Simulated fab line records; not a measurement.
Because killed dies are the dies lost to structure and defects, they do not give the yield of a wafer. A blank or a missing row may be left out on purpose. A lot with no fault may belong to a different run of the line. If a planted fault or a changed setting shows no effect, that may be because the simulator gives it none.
One fault through the eyes of 2 desks -- flow n5Finfet -- numbers are kept per desk, each desk with only its own; the story behind them comes last

== THE DEFECT DESK ==
Lot by lot, what the route's inspections counted, given as the mean of those sampled wafers with a number. A lot is out of limits, marked OUT, if its mean lies more than 4 standard deviations from the usual mean; the brackets give that distance.
Columns: A = rawDefectCount at N5_WELL_APT_INSPECT_38, usual 14
lot,first seen here,A
L160,day 2 05:52,12
L164,day 3 04:40,16
L165,day 3 11:28,9
L166,day 3 16:25,13
L173,day 5 11:28,13
L180,day 7 05:25,13
L181,day 7 10:42,15
Result from this desk: across the 7 lots, nothing is out of limits.

== THE TOOL OWNER'S DESK: lithoTrack-03 ==
The tool's own readings at N5_PMOS_HMC_CHANNEL_EPI_PEB_07 (peb time 60 s): means of the sampled wafers that have a number, for each lot that ran on this tool. A lot is out of limits, marked OUT, if its mean lies more than 4 standard deviations from the usual mean; the brackets give that distance.
Columns: A = chillPlateTempC at N5_PMOS_HMC_CHANNEL_EPI_PEB_07, usual 22.98 C; B = exhaustPa at N5_PMOS_HMC_CHANNEL_EPI_PEB_07, usual 45.2 Pa
lot,first seen here,A,B
L173,day 5 11:51,22.91,44.9
L181,day 7 10:57,22.86,45.7
Result from this desk: across the 2 lots, nothing is out of limits.

== TAKEN TOGETHER ==
Nothing out of limits was seen by the defect desk.
The tool owner's desk saw nothing out of limits.

== WHAT THE SIMULATOR PUT IN ==
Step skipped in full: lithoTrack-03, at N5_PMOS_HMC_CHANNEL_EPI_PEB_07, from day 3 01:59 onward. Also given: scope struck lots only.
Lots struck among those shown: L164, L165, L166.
